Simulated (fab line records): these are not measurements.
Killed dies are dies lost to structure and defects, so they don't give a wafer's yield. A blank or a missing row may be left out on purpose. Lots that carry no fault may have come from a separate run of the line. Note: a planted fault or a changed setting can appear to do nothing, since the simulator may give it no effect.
Struck lot and sound lot, side by side -- flow nandHarc -- 43 steps out of a route of 1302
Sound: the wafers L551.4, L551.5, L551.6. Struck: wafer L568.5. (L568.1, L568.3 of the same lot were not struck and are left out.) The cause comes at the end.
Per side, at each step with rows, come the tool, then ch with its chambers, and then its first start. Under that, the readings that differ: sound wafers -- struck wafers -- difference of the means -- sigmas: that difference in standard deviations of wafers without a fault.
alike: a reading whose means differ by less than 2 such deviations, as well as words and numbers matching on both sides. not compared: withheld readings; readings where some wafer has no value; bounds like >300 that might hide an equal value; numbers whose values overlap and for which the record gives no deviation.
Wherever a step has rows on one side only, a row that says differs or no value, or a row with sigmas, the two part there. Numbers that don't overlap but have no deviation are shown without sigmas and don't part them. A reading that every wafer of one side lacks parts them only if that side has two wafers or more.

first, 2 steps without rows for these wafers: NHARC_A_M1_ETCH_35 (etches the open film in N2/H2, target depth 40 nm, overetch 12 nm, time 43.94 s); NHARC_A_M1_ETCH_15 (etches the open film in C4F8/Ar, target depth 182.5 nm, time 91.2 s).
NHARC_A_M1_CD_MEAS_16:
  sound on cdSem-02, day 23 08:11; struck on cdSem-01, day 31 05:46
  alike: cdNm
then, 8 steps without rows for these wafers: NHARC_A_M1_STRIP_18 (strips in N2/H2); NHARC_A_M1_ETCH_28 (etches the open film in CF4/N2, target depth 30 nm, time 72.99 s); NHARC_A_M1_STRIP_19 (strips in post etch residue remover, time 600 s); NHARC_A_M1_DEGAS_29 (time 60 s); NHARC_A_M1_PRE_CLEAN_30 (time 30 s); NHARC_A_M1_PVD_20 (deposits TaN, target thk 5 nm, time 8.06 s); NHARC_A_M1_PVD_21 (deposits Cu, target thk 30 nm, time 20.49 s); NHARC_A_M1_ECD_22 (material Cu, target thk 400 nm).
NHARC_A_M1_ANNEAL_31: time 90 s.
  sound on rtpAnneal-01 ch 0, day 23 09:50; struck on rtpAnneal-01 ch 0, day 31 07:13
  alike: annealTempC, wafer_temp_C_max
NHARC_A_M1_CMP_23: polishes, t overpolish 20 s, target thk 154.34 nm.
  sound on cmp-01 ch 1,2, day 23 10:01; struck on cmp-01 ch 2, day 31 07:43
  alike: motorCurrentA, timeToEndpointS
NHARC_A_M1_THK_MEAS_24: measures by xrf.
  sound on filmMetro-02, day 23 10:20; struck on filmMetro-02, day 31 08:00
  alike: thkNm
after that, 1 step had no rows for these wafers: NHARC_A_M1_SRD_25.
NHARC_A_M1_INSPECT_27:
  sound on defectInspect-01, day 23 10:29; struck on defectInspect-01, day 31 08:09
  alike: rawDefectCount
then, 3 steps without rows for these wafers: NHARC_A_M1_PRE_CLEAN_32 (time 12 s); NHARC_A_M1_DEP_33 (deposits SiCN, target thk 30 nm); NHARC_A_BONDPAD_DEP_00 (deposits SiCN, target thk 250 nm).
NHARC_A_BONDPAD_CMP_29: polishes SiCN, target thk 200 nm.
  sound on cmp-04 ch 2,3, day 23 11:35; struck on cmp-03 ch 1, day 31 09:17
  alike: motorCurrentA
NHARC_A_BONDPAD_THK_MEAS_30: measures by ellipsometry.
  sound on filmMetro-01, day 23 11:50; struck on filmMetro-02, day 31 09:31
reading,sound,struck,difference,sigmas
thkNm (nm),199.2 200.7 197.4,202.5,+3.4,+2
then, 10 steps without rows for these wafers: NHARC_A_BONDPAD_SRD_31; NHARC_A_BONDPAD_DEHYDRATE_01 (time 120 s); NHARC_A_BONDPAD_HMDS_02 (time 30 s); NHARC_A_BONDPAD_COAT_33 (time 65 s); NHARC_A_BONDPAD_COAT_03 (resist thk 600 nm); NHARC_A_BONDPAD_SOFTBAKE_04 (time 70 s); NHARC_A_BONDPAD_EBR_05; NHARC_A_BONDPAD_EXPOSE_06 (exposes mask A BPAD); NHARC_A_BONDPAD_PEB_07 (peb time 80 s); NHARC_A_BONDPAD_DEVELOP_08 (time 50 s).
NHARC_A_BONDPAD_CD_MEAS_09: target cd 500 nm.
  sound on cdSem-02 ch 0, day 23 12:25; struck on cdSem-02 ch 0, day 31 09:57
reading,sound,struck,difference,sigmas
cdNm (nm),498.5 498.0 498.8,501.8,+3.4,+2
NHARC_A_BONDPAD_OVL_MEAS_35:
  sound on overlay-01, day 23 12:30; struck on overlay-01, day 31 10:02
  alike: overlayXNm, overlayYNm
then, 1 step without rows for these wafers: NHARC_A_BONDPAD_HARDBAKE_10 (time 65 s).
NHARC_A_BONDPAD_DESCUM_11: chemistry O2, time 3 s.
  sound on rieDiel-07 ch 0,2,3, day 23 12:39; struck on rieDiel-07 ch 2, day 31 10:10
  alike: chamberPressureMTorr, drypumpMotorCurrentA, oesProductAu, rfVppV, showerheadPlenumPTorr, throttleValvePct
  not compared: rfHoursCounterH
then, 1 step without rows for these wafers: NHARC_A_BONDPAD_ETCH_34 (etches the open film in N2/H2, target depth 60 nm, overetch 18 nm, time 65.91 s).
NHARC_A_BONDPAD_ETCH_12: etches the open film in CHF3/O2, target depth 220 nm, time 110 s.
  sound: rieDiel-07 ch 0,2,3; struck: rieDiel-07 ch 3
  alike: chamberPressureMTorr, drypumpMotorCurrentA, oesProductAu, rfVppV, showerheadPlenumPTorr, throttleValvePct
  not compared: rfHoursCounterH
NHARC_A_BONDPAD_CD_MEAS_13:
  sound on cdSem-03, day 23 12:57; struck on cdSem-01, day 31 10:29
reading,sound,struck,difference,sigmas
cdNm (nm),497.8 497.6 498.4,502.1,+4.2,+2
then, 1 step without rows for these wafers: NHARC_A_BONDPAD_STRIP_15 (strips in O2).
NHARC_A_BONDPAD_ETCH_24: etches the open film in CF4/N2, target depth 30 nm, time 72.99 s.
  sound on rieDiel-09 ch 0,2,3, day 23 13:13; struck on rieDiel-09 ch 1, day 31 10:54
reading,sound,struck,difference,sigmas
rfVppV (V),313.6 316.5 318.6,310.9,-5.3,-2
showerheadPlenumPTorr (Torr),2.59 2.78 2.84,2.47,-0.27,-2
  alike: chamberPressureMTorr, drypumpMotorCurrentA, oesProductAu, throttleValvePct
  not compared: rfHoursCounterH
then, 1 step without rows for these wafers: NHARC_A_BONDPAD_STRIP_16 (strips in post etch residue remover, time 600 s).
NHARC_THIN_TSV_GRIND_00:
  sound on grinder-01 ch 0, day 24 01:34; struck on grinder-01 ch 0, day 32 04:03
reading,sound,struck,difference,sigmas
hold,- - -,awaitDispo/5.1h/release,no value on the sound wafers,
  alike: motorCurrentA
NHARC_END_SORT_01:
  sound on prober-02 ch 0, day 24 22:51; struck on prober-01 ch 0, day 33 07:29
reading,sound,struck,difference,sigmas
hold,- - -,awaitDispo/3.4h/release,no value on the sound wafers,
defectLimitedYield (%),91.3 90.3 88.9,60.0,-30.2,-12
killedAtArray,57 64 73,271,+206,+12
killedDies,59 66 75,271,+204,+11
  alike: killedAtOther, killedAtPeriphery, killedOpen, killedShort

## WHERE THEY PART
First at NHARC_A_BONDPAD_THK_MEAS_30; last, within this record, at NHARC_END_SORT_01.

WHY: what had been put in by the simulator
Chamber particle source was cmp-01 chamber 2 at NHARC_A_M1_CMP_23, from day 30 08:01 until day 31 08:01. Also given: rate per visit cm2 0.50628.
